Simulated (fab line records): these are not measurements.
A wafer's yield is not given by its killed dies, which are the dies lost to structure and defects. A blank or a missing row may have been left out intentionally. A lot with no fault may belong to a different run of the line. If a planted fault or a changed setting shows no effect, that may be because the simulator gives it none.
Which tool is to blame? | flow n5_finfet | 31 wafers from 11 lots sampled at 5 of the route's 1938 steps

## WHAT EACH GAUGE READ, for each wafer
Not one reading of a measure or inspect step in the record can be checked against a usual standard deviation.

## EACH LOT AND THE TOOL THAT RAN IT (in order: tool; ch and the chambers of the sampled wafers; start)
lot  | N5_MOL_CONTACT_COAG_ANNEAL_113   | N5_MOL_CONTACT_COAG_ALD_131       | N5_MOL_CONTACT_COAG_ETCH_91        | N5_MOL_CONTACT_COAG_VIA_ETCH_46    | N5_PASSIVATION_PROBE_49
L824 | rtp_anneal-01 ch 0, day 4 21:08  | ald_sin-01 ch 0,1,3, day 5 04:49  | rie_diel-02 ch 1,3, day 5 05:01    | rie_diel-02 ch 1,3, day 5 05:08    | prober-01, day 12 06:47
L828 | rtp_anneal-01 ch 0, day 6 02:11  | ald_sin-03 ch 1,2, day 6 08:46    | rie_diel-02 ch 0,2,3, day 6 08:58  | rie_diel-02 ch 0,2,3, day 6 09:06  | prober-02, day 13 20:09
L829 | rtp_anneal-02 ch 0, day 6 09:09  | ald_sin-03 ch 0,2, day 6 14:02    | rie_diel-01 ch 0,2, day 6 14:15    | rie_diel-01 ch 0,2, day 6 14:22    | prober-01, day 14 18:57
L830 | rtp_anneal-01 ch 0, day 6 09:30  | ald_sin-01 ch 1,2, day 6 16:04    | rie_diel-02 ch 1,2,3, day 6 16:20  | rie_diel-02 ch 1,2,3, day 6 16:28  | prober-02, day 14 13:46
L832 | rtp_anneal-02 ch 0, day 6 18:07  | ald_sin-01 ch 0,2, day 7 00:24    | rie_diel-02 ch 2,3, day 7 00:44    | rie_diel-02 ch 2,3, day 7 00:52    | prober-02, day 14 18:23
L833 | rtp_anneal-01 ch 0, day 6 23:40  | ald_sin-01 ch 1, day 7 07:56      | rie_diel-06 ch 0, day 7 08:09      | rie_diel-06 ch 0, day 7 08:16      | prober-01, day 14 20:23
L841 | rtp_anneal-01 ch 0, day 9 06:38  | ald_sin-02 ch 0,2,3, day 9 11:34  | rie_diel-01 ch 1,2, day 9 11:47    | rie_diel-01 ch 1,2, day 9 11:54    | prober-01, day 16 20:40
L844 | rtp_anneal-01 ch 0, day 9 19:36  | ald_sin-02 ch 0,1, day 10 00:41   | rie_diel-01 ch 0,3, day 10 00:54   | rie_diel-01 ch 0,3, day 10 01:01   | prober-02, day 18 21:35
L845 | rtp_anneal-01 ch 0, day 10 02:22 | ald_sin-02 ch 0,1, day 10 08:03   | rie_diel-01 ch 0,1,2, day 10 08:16 | rie_diel-01 ch 0,1,2, day 10 09:58 | prober-01, day 18 09:47
L846 | rtp_anneal-01 ch 0, day 10 08:03 | ald_sin-02 ch 0,2,3, day 10 14:42 | rie_diel-06 ch 0,1,3, day 10 14:55 | rie_diel-06 ch 0,1,3, day 10 15:02 | prober-01, day 18 20:58
L847 | rtp_anneal-01 ch 0, day 10 19:44 | ald_sin-01 ch 2,3, day 11 02:53   | rie_diel-01 ch 1,3, day 11 03:07   | rie_diel-01 ch 1,3, day 11 03:15   | prober-02, day 19 16:20
- N5_MOL_CONTACT_COAG_ANNEAL_113: time 300 s.
- N5_MOL_CONTACT_COAG_ALD_131: deposits SiO2, target thk 5 nm, pulse time 1 s, co reactant pulse time 1 s.
- N5_MOL_CONTACT_COAG_ETCH_91: etches SOC in N2/H2, target depth 60 nm, overetch 21 nm, time 101.2 s.
- N5_MOL_CONTACT_COAG_VIA_ETCH_46: etches SiO2 in C4F6/O2, target depth 46 nm, overetch 9.2 nm, time 40 s.
- N5_PASSIVATION_PROBE_49

## WHAT THE TOOLS THEMSELVES READ (means of the sampled wafers that have a number; where no wafer has one, the mark that the record gives instead)
N5_MOL_CONTACT_COAG_ANNEAL_113. Usual: anneal_temp_c_max 402.2, standard deviation 0.42; lamp_power_pct 2.66 %, standard deviation 0.22; lamp_zone_6_pct 2.63 %, standard deviation 0.22; wafer_temp_C_max 401.9, standard deviation 0.51.
lot  | tool          | anneal_temp_c_max | lamp_power_pct (%) | lamp_zone_6_pct (%) | wafer_temp_C_max | flag
L824 | rtp_anneal-01 | 402.0             | 2.79               | 2.76                | 402.2            |
L828 | rtp_anneal-01 | 401.8             | 2.78               | 2.76                | 402.2            |
L829 | rtp_anneal-02 | 402.3             | 2.27               | 2.25                | 401.1            |
L830 | rtp_anneal-01 | 401.9             | 2.79               | 2.76                | 402.4            |
L832 | rtp_anneal-02 | 402.2             | 2.27               | 2.25                | 401.2            |
L833 | rtp_anneal-01 | 401.6             | 2.79               | 2.75                | 403.0            |
L841 | rtp_anneal-01 | 402.3             | 2.79               | 2.76                | 401.9            |
L844 | rtp_anneal-01 | 402.2             | 2.79               | 2.76                | 402.3            |
L845 | rtp_anneal-01 | 401.9             | 2.78               | 2.76                | 401.9            |
L846 | rtp_anneal-01 | 402.1             | 2.79               | 2.76                | 402.2            |
L847 | rtp_anneal-01 | 402.5             | 2.79               | 2.76                | 402.1            |

N5_MOL_CONTACT_COAG_ALD_131. Usual: heater_power_w 79 W, standard deviation 9; precursor_pulse_height_rel 1.001, standard deviation 0.018.
lot  | tool       | heater_power_w (W) | precursor_pulse_height_rel | flag
L824 | ald_sin-01 | 80                 | 1.011                      |
L828 | ald_sin-03 | 81                 | 1.016                      |
L829 | ald_sin-03 | 84                 | 0.999                      |
L830 | ald_sin-01 | 91                 | 1.019                      |
L832 | ald_sin-01 | 86                 | 0.996                      |
L833 | ald_sin-01 | 94                 | 1.011                      |
L841 | ald_sin-02 | 76                 | 1.006                      |
L844 | ald_sin-02 | 71                 | 1.000                      |
L845 | ald_sin-02 | 74                 | 0.994                      |
L846 | ald_sin-02 | 76                 | 0.997                      |
L847 | ald_sin-01 | 73                 | 1.013                      |

N5_MOL_CONTACT_COAG_ETCH_91. Usual: drypump_motor_current_A 5.5 A, standard deviation 0.32; oes_product_au 0.65 a.u., standard deviation 0.06; rf_vpp_V 523.9 V, standard deviation 2.2; showerhead_plenum_p_Torr 2.54 Torr, standard deviation 0.074; temp_c 40.02 C, standard deviation 0.12; throttle_valve_pct 17.95 %, standard deviation 0.21.
lot  | tool        | drypump_motor_current_A (A) | oes_product_au (a.u.) | rf_vpp_V (V) | showerhead_plenum_p_Torr (Torr) | temp_c (C) | throttle_valve_pct (%) | flag
L824 | rie_diel-02 | 5.1                         | 0.64                  | 525.8        | 2.63                            | 40.04      | 18.15                  |
L828 | rie_diel-02 | 5.5                         | 0.63                  | 523.1        | 2.50                            | 40.02      | 18.10                  |
L829 | rie_diel-01 | 5.8                         | 0.69                  | 524.6        | 2.58                            | 40.13      | 17.92                  |
L830 | rie_diel-02 | 5.2                         | 0.62                  | 523.4        | 2.54                            | 40.08      | 18.13                  |
L832 | rie_diel-02 | 5.2                         | 0.62                  | 523.7        | 2.54                            | 39.96      | 18.32                  |
L833 | rie_diel-06 | 5.2                         | 0.60                  | 526.5        | 2.62                            | 39.88      | 18.05                  |
L841 | rie_diel-01 | 5.7                         | 0.71                  | 525.1        | 2.57                            | 39.93      | 17.72                  |
L844 | rie_diel-01 | 5.8                         | 0.66                  | 524.3        | 2.55                            | 40.21      | 17.94                  |
L845 | rie_diel-01 | 5.8                         | 0.69                  | 524.7        | 2.57                            | 40.01      | 17.85                  |
L846 | rie_diel-06 | 5.4                         | 0.67                  | 522.9        | 2.51                            | 39.95      | 17.95                  |
L847 | rie_diel-01 | 5.7                         | 0.64                  | 523.6        | 2.53                            | 40.10      | 17.89                  |

N5_MOL_CONTACT_COAG_VIA_ETCH_46. Usual: C4F6_flow_sccm 10.00 sccm, standard deviation 0.033; drypump_motor_current_A 5.5 A, standard deviation 0.33; oes_product_au 0.70 a.u., standard deviation 0.064; rf_vpp_V 1586 V, standard deviation 30; showerhead_plenum_p_Torr 2.85 Torr, standard deviation 0.079; throttle_valve_pct 41.2 %, standard deviation 0.31.
lot  | tool        | C4F6_flow_sccm (sccm) | drypump_motor_current_A (A) | oes_product_au (a.u.) | rf_vpp_V (V) | showerhead_plenum_p_Torr (Torr) | throttle_valve_pct (%) | flag
L824 | rie_diel-02 | 10.01                 | 5.2                         | 0.69                  | 1612         | 2.92                            | 41.5                   |
L828 | rie_diel-02 | 10.02                 | 5.5                         | 0.68                  | 1606         | 2.80                            | 41.2                   |
L829 | rie_diel-01 | 10.05                 | 5.7                         | 0.74                  | 1589         | 2.88                            | 41.2                   |
L830 | rie_diel-02 | 10.01                 | 5.2                         | 0.66                  | 1608         | 2.84                            | 41.4                   |
L832 | rie_diel-02 | 10.00                 | 5.2                         | 0.67                  | 1630         | 2.83                            | 41.5                   |
L833 | rie_diel-06 | 10.07                 | 5.2                         | 0.66                  | 1558         | 2.94                            | 41.4                   |
L841 | rie_diel-01 | 10.01                 | 5.7                         | 0.77                  | 1599         | 2.88                            | 40.8                   |
L844 | rie_diel-01 | 10.02                 | 5.7                         | 0.71                  | 1601         | 2.86                            | 41.3                   |
L845 | rie_diel-01 | 9.97                  | 5.7                         | 0.75                  | 1594         | 2.87                            | 41.0                   |
L846 | rie_diel-06 | 10.01                 | 5.4                         | 0.71                  | 1569         | 2.82                            | 41.4                   |
L847 | rie_diel-01 | 10.00                 | 5.7                         | 0.69                  | 1606         | 2.83                            | 41.0                   |

N5_PASSIVATION_PROBE_49. Usual: killed_at_M0_to_M3 35, standard deviation 12; killed_at_M4_up 13, standard deviation 5.8; killed_at_contacts 12, standard deviation 5.5; killed_at_front_end 36, standard deviation 9.9; killed_at_other 4, standard deviation 3.7; killed_dies 101, standard deviation 18; killed_on_rim 13, standard deviation 4.1; killed_open 66, standard deviation 13; killed_short 33, standard deviation 8.
lot  | tool      | killed_at_M0_to_M3 | killed_at_M4_up | killed_at_contacts | killed_at_front_end | killed_at_other | killed_dies | killed_on_rim | killed_open | killed_short | flag
L824 | prober-01 | 28                 | 15              | 11                 | 29                  | 2               | 85          | 14            | 57          | 28           |
L828 | prober-02 | 30                 | 12              | 9                  | 36                  | 3               | 90          | 13            | 53          | 35           |
L829 | prober-01 | 39                 | 12              | 16                 | 38                  | 5               | 110         | 14            | 68          | 40           |
L830 | prober-02 | 23                 | 12              | 6                  | 52                  | 6               | 99          | 12            | 72          | 21           |
L832 | prober-02 | 30                 | 9               | 566                | 30                  | 4               | 638         | 80            | 64          | 26           | OFF
L833 | prober-01 | 32                 | 10              | 538                | 56                  | 6               | 642         | 83            | 80          | 34           | OFF
L841 | prober-01 | 54                 | 15              | 21                 | 31                  | 7               | 128         | 16            | 84          | 42           |
L844 | prober-02 | 28                 | 11              | 10                 | 36                  | 3               | 87          | 12            | 54          | 31           |
L845 | prober-01 | 34                 | 15              | 7                  | 28                  | 5               | 88          | 12            | 62          | 23           |
L846 | prober-01 | 36                 | 16              | 11                 | 38                  | 7               | 107         | 12            | 74          | 32           |
L847 | prober-02 | 35                 | 9               | 16                 | 39                  | 2               | 101         | 12            | 65          | 35           |

## THE ANSWER, worked out from the rows above alone
Rule: take the mean of a lot's wafers that have a number; if it is more than 3 standard deviations from the usual mean, the lot is off. A lot without any number at a reading at which 4 lots or more have one is off too. All remaining lots with rows at the step are treated as sound. The gauges are gone through in route order, then the tools' own readings, and for those a lot's mean is taken as printed above. The first step at which some lot is off is used, and at that step the reading that is off furthest; a lot without a number counts as furthest.
Off: L832, L833 (N5_PASSIVATION_PROBE_49, killed_at_contacts).
A tool fits if, at that step or a process step before it, it ran every lot that is off, and no sound lot after the first of them. No candidate that was tried fits.

## WHAT THE SIMULATOR HAD PUT IN
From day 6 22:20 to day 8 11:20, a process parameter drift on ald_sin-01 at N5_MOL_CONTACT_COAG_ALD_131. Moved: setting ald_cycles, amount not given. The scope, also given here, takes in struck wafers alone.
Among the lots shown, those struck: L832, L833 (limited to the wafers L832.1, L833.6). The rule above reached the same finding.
